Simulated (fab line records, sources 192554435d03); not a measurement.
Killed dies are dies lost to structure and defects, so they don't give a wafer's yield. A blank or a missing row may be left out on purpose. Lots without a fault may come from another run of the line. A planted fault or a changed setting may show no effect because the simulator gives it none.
Which tool did it? | flow n5_finfet | 12 lots, 36 wafers sampled, at 4 steps of a route of 1938

WHAT THE GAUGES READ, wafer by wafer
N5_BEOL_M7_THK_MEAS_01.
lot  | measured     | on            | M7_ILD_THK (nm)
L076 | day 9 22:29  | film_metro-02 | 152.5 155.3 154.7
L075 | day 10 00:25 | film_metro-02 | 157.2 154.3 155.1
L081 | day 10 13:23 | film_metro-02 | 151.6 152.1 154.8
L079 | day 11 07:55 | film_metro-01 | 152.7 153.7 153.7
L083 | day 12 04:51 | film_metro-02 | 149.8 152.6 156.0
L086 | day 12 09:47 | film_metro-01 | 151.3 153.9 155.6
L085 | day 12 12:58 | film_metro-01 | 148.9 156.1 151.7
L087 | day 12 19:18 | film_metro-02 | 152.4 154.7 159.0
L091 | day 13 07:04 | film_metro-01 | 152.2 149.9 156.0
L093 | day 14 14:25 | film_metro-01 | 147.4 148.8 154.7
L096 | day 15 01:29 | film_metro-02 | 153.0 150.7 152.9
L095 | day 15 22:23 | film_metro-01 | 151.9 150.9 153.0

WHICH TOOL RAN EACH LOT (tool, then ch and the chambers of the sampled wafers, then the start)
lot  | N5_BEOL_M6_ETCH_41                            | N5_BEOL_M6_SURFACE_TREAT_79  | N5_BEOL_M6_CMP_52
L076 | rie_diel-05 ch 0,3, day 9 19:17 or earlier    | pvd_sputter-01, day 9 19:17  | cmp-04 ch 1,2,3, day 9 21:27
L075 | rie_diel-06 ch 1,2,3, day 9 22:16 or earlier  | pvd_sputter-02, day 9 22:16  | cmp-01 ch 0,1,3, day 9 23:23
L081 | rie_diel-06 ch 2,3, day 10 11:02 or earlier   | pvd_sputter-02, day 10 11:02 | cmp-02 ch 0,2,3, day 10 12:23
L079 | rie_diel-01 ch 1,2,3, day 11 04:17 or earlier | pvd_sputter-01, day 11 04:17 | cmp-01 ch 1,2,3, day 11 06:58
L083 | rie_diel-05 ch 1,2,3, day 12 02:28 or earlier | pvd_sputter-03, day 12 02:28 | cmp-01 ch 0,2, day 12 03:38
L086 | rie_diel-01 ch 0,2, day 12 07:41 or earlier   | pvd_sputter-01, day 12 07:41 | cmp-02 ch 1,3, day 12 08:46
L085 | rie_diel-06 ch 0,1,2, day 12 10:57 or earlier | pvd_sputter-01, day 12 10:57 | cmp-04 ch 1,2, day 12 11:54
L087 | rie_diel-06 ch 0,1,3, day 12 16:25 or earlier | pvd_sputter-01, day 12 16:25 | cmp-02 ch 0,1, day 12 17:34
L091 | rie_diel-05 ch 2,3, day 13 04:34 or earlier   | pvd_sputter-01, day 13 04:34 | cmp-01 ch 0,2,3, day 13 05:30
L093 | rie_diel-06 ch 0,2, day 14 10:02 or earlier   | pvd_sputter-03, day 14 10:02 | cmp-02 ch 0,2,3, day 14 13:20
L096 | rie_diel-06 ch 0,2,3, day 14 22:21 or earlier | pvd_sputter-03, day 14 22:21 | cmp-04 ch 2,3, day 15 00:25
L095 | rie_diel-06 ch 1,2,3, day 15 20:11 or earlier | pvd_sputter-02, day 15 20:11 | cmp-02 ch 0,3, day 15 21:18
- N5_BEOL_M6_ETCH_41: etches SiCN in CH3F/O2, target depth 29.7 nm, time 52 s.
- N5_BEOL_M6_SURFACE_TREAT_79
- N5_BEOL_M6_CMP_52: polishes, stops on SiCOH lowk, t overpolish 6.9 s, target thk 80 nm.

THE ANSWER, worked out from the rows above alone
Rule: what is usual is taken from the lots themselves. Put in order of their means at a reading, lots are off if they are a third of the lots or fewer, leave a main group of 4 or more, and stand apart from it by a gap of 3 or more times the standard deviation of the main group's means; of several such gaps the widest counts. A main group whose means are all the same, to the digits that the tables above print for the reading, isn't used. A lot without any number at a reading at which 4 lots or more have one is off too. The other lots that the step has rows for count as sound.
No lot is off at any reading shown: from this, nothing can be told.

WHAT THE SIMULATOR HAD PUT IN
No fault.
